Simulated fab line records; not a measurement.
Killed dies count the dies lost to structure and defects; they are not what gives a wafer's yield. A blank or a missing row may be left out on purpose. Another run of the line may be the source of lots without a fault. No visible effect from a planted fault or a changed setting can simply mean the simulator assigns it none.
A lot that was struck, set against a sound lot	flow n5_finfet	44 steps out of a route of 1938
Sound: the wafers L605.2, L605.3, L605.6. Struck: wafer L620.1 (L620.3, L620.5, from the same lot, were not struck and are left out); the cause is given at the end.
Each step with rows lists, per side, the tool, then ch with its chambers, then its first start. Under that, the readings that differ: sound wafers	struck wafers	difference of the means	sigmas: that difference in standard deviations of wafers without a fault.
alike: words and numbers the same on both sides, and readings whose means are apart by under 2 such deviations; not compared: readings that were withheld, readings missing a value for some wafer, numbers with overlapping values and no deviation given by the record, and bounds like >300 which may hide the same value.
A row with sigmas, a row that says differs or no value, or rows on one side alone: a step with any of these is where the two part. Numbers that don't overlap but have no deviation are shown without sigmas and don't part them. A reading that every wafer of one side lacks parts them only if that side has two wafers or more.

N5_BEOL_M14_PRE_CLEAN_42: time 30 s.
  sound on pvd_sputter-02, day 11 13:58; struck on pvd_sputter-03, day 15 09:53
  alike: heater_power_w
N5_BEOL_M14_SPUTTER_43: material TaN, target thk 15 nm, time 24.19 s.
  sound on pvd_sputter-02, day 11 14:01; struck on pvd_sputter-03, day 15 09:55
  alike: throttle_valve_pct
then, 4 steps without rows for these wafers: N5_BEOL_M14_SPUTTER_44 (material Ta, target thk 15 nm, time 24.19 s); N5_BEOL_M14_SPUTTER_45 (material Cu, target thk 100 nm, time 16.67 s); N5_BEOL_M14_ECD_47 (material Cu, target thk 1248 nm); N5_BEOL_M14_ANNEAL_48 (time 90 s).
N5_BEOL_M14_CMP_49: polishes, stops on SiO2, t overpolish 5.2 s, target thk 560 nm.
  sound on cmp-02 ch 1,3, day 11 16:41; struck on cmp-03 ch 1, day 15 10:41
  alike: barrier_field_endpoint_s, motor_current_A, overpolish_run_s, retaining_ring_pressure_frac, time_to_endpoint_s
N5_BEOL_M14_THK_MEAS_50: measures by xrf.
  sound on film_metro-01, day 11 16:56; struck on film_metro-02, day 15 10:59
  alike: M14_THK
then, 2 steps without rows for these wafers: N5_BEOL_M14_PRE_CLEAN_52 (time 15 s); N5_BEOL_M14_DEP_53 (deposits SiCN from 3MS/NH3, target thk 50 nm, time 17.8 s).
N5_BEOL_M14_RS_MEAS_54: measures by four-point-probe.
  sound on film_metro-02, day 11 17:04; struck on film_metro-01, day 15 11:06
  alike: M14_RS
N5_BEOL_M14_INSPECT_55: inspects for defects (darkfield).
  sound on defect_inspect-01, day 11 17:06; struck on defect_inspect-02, day 15 11:08
  alike: raw_defect_count
N5_BEOL_M15_ILD_DEP_00: deposits SiO2 from TEOS/O2, target thk 1629.3 nm, time 346.1 s.
  sound on pecvd-04 ch 0,2, day 11 17:08; struck on pecvd-03 ch 2, day 15 11:11
reading	sound	struck	difference	sigmas
heater_power_w (W)	564 435 336	665	+220	+2
run_length_s (s)	389.1 388.7 388.8	560.4	+171.5	+99 or more
showerhead_vpp_V (V)	1861 2037 2050	1788	-195	-2
model.SiO2_of_BEOL_M15_ILD_DEP_00.thk_nm (nm)	1613 1617 1641	2380	+756	
  alike: chamber_pressure_Torr, showerhead_plenum_p_Torr, throttle_valve_pct
N5_BEOL_M15_THK_MEAS_01:
  sound on film_metro-02, day 11 17:23; struck on film_metro-01, day 15 11:32
reading	sound	struck	difference	sigmas
M15_ILD_THK (nm)	1613 1617 1640	2379	+756	+34
then, 8 steps without rows for these wafers: N5_BEOL_M15_COAT_58 (time 60 s, resist thk 89 nm); N5_BEOL_M15_COAT_04 (resist thk 800 nm); N5_BEOL_M15_EBR_06; N5_BEOL_M15_SOFTBAKE_05 (time 60 s); N5_BEOL_M15_EXPOSE_07 (exposes mask V14); N5_BEOL_M15_PEB_08 (peb time 90 s); N5_BEOL_M15_DEVELOP_09 (develop time 45 s); N5_BEOL_M15_HARDBAKE_14 (time 120 s).
N5_BEOL_M15_CD_MEAS_10: the cd target is 360 nm.
  sound on cd_sem-02 ch 0, day 11 17:49; struck on cd_sem-03 ch 0, day 15 11:50
  alike: cd_nm
N5_BEOL_M15_OVL_MEAS_11:
  sound on overlay-01 ch 0, day 11 17:50; struck on overlay-01 ch 0, day 15 11:52
reading	sound	struck	difference	sigmas
V14_OVL (nm)	5 9 9	-6	-14	-2
N5_BEOL_M15_INSPECT_12: inspects for defects (macro).
  sound on defect_inspect-01, day 11 17:52; struck on defect_inspect-02, day 15 11:53
  alike: raw_defect_count
N5_BEOL_M15_DESCUM_15: chemistry O2, time 7.9 s.
  sound on rie_diel-05 ch 1,2,3, day 11 17:54; struck on rie_diel-05 ch 1, day 15 11:56
  alike: chamber_pressure_mTorr, drypump_motor_current_A, oes_product_au, rf_vpp_V, showerhead_plenum_p_Torr, throttle_valve_pct
  not compared: rf_hours_counter_h
then, 1 step without rows for these wafers: N5_BEOL_M15_ETCH_59 (etches BARC in N2/H2, target depth 89 nm, overetch 26.7 nm, time 67.9 s).
N5_BEOL_M15_VIA_ETCH_16: etches SiO2 in C4F8/O2/Ar, target depth 1792.2 nm.
  sound on rie_diel-05 ch 1,2,3, day 11 17:59; struck on rie_diel-05 ch 1, day 15 12:01
reading	sound	struck	difference	sigmas
model.etch.depth_nm (nm)	1613 1617 1641	2380	+756	
model.coat_of_BEOL_M15_COAT_04.thk_nm (nm)	335.2 330.4 338.2	165.4	-169.2	
  alike: chamber_pressure_mTorr, drypump_motor_current_A, oes_product_au, rf_vpp_V, showerhead_plenum_p_Torr, throttle_valve_pct
then, 4 steps without rows for these wafers: N5_BEOL_M15_STRIP_63 (strips in O2); N5_BEOL_M15_STRIP_64 (strips in O2); N5_BEOL_M15_STRIP_65 (strips in post etch residue remover, time 60 s); N5_BEOL_M15_SRD_66 (time 30 s, dry time 30 s).
N5_BEOL_M15_CD_MEAS_17: the cd target is 360 nm.
  sound on cd_sem-03, day 11 18:24; struck on cd_sem-01, day 15 12:26
reading	sound	struck	difference	sigmas
cd_nm (nm)	361.5 363.1 357.7	368.4	+7.6	+4
then, 1 step without rows for these wafers: N5_BEOL_M15_COAT_56 (time 60 s, resist thk 550 nm).
N5_BEOL_M15_ETCH_57: etches SOC in N2/H2, time 750 s.
  sound on rie_diel-04 ch 2,3, day 11 18:37; struck on rie_diel-06 ch 2, day 15 12:37
reading	sound	struck	difference	sigmas
throttle_valve_pct (%)	18.07 18.06 18.04	17.54	-0.52	-2
  alike: chamber_pressure_mTorr, drypump_motor_current_A, oes_product_au, rf_vpp_V, showerhead_plenum_p_Torr
  not compared: rf_hours_counter_h
then, 7 steps without rows for these wafers: N5_BEOL_M15_COAT_60 (time 60 s, resist thk 89 nm); N5_BEOL_M15_COAT_22 (resist thk 800 nm); N5_BEOL_M15_EBR_24; N5_BEOL_M15_SOFTBAKE_23 (time 60 s); N5_BEOL_M15_EXPOSE_25 (exposes mask M15, target cd 400 nm); N5_BEOL_M15_PEB_26 (peb time 90 s); N5_BEOL_M15_DEVELOP_27 (develop time 45 s).
N5_BEOL_M15_CMP_49: polishes, stops on SiO2, t overpolish 4.9 s, target thk 850 nm.
  sound on cmp-04 ch 0,1,2, day 12 01:22; struck on cmp-02 ch 2, day 15 19:41
reading	sound	struck	difference	sigmas
model.SiO2_of_BEOL_M15_ILD_DEP_00.thk_nm (nm)	1537 1539 1563	2298	+752	
  alike: motor_current_A, retaining_ring_pressure_frac
N5_PASSIVATION_PROBE_49:
  sound on prober-02, day 12 14:08; struck on prober-02, day 16 09:58
reading	sound	struck	difference	sigmas
killed_at_M0_to_M3	26 30 23	56	+30	+2
sort_bin_8_speed (%)	0 0 0.08	0	+0	-3
  alike: defect_limited_yield, killed_at_M4_up, killed_at_contacts, killed_at_front_end, killed_at_other, killed_dies, killed_open, killed_short, sort_bin_5_function, sort_bin_6_memory, sort_n_pass, sort_yield_pct

WHERE THEY PART
Last at N5_PASSIVATION_PROBE_49 as far as this record goes, first at N5_BEOL_M15_ILD_DEP_00.

WHY: what the simulator had put in
pecvd-03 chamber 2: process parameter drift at N5_BEOL_M15_ILD_DEP_00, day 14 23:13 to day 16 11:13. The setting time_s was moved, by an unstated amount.
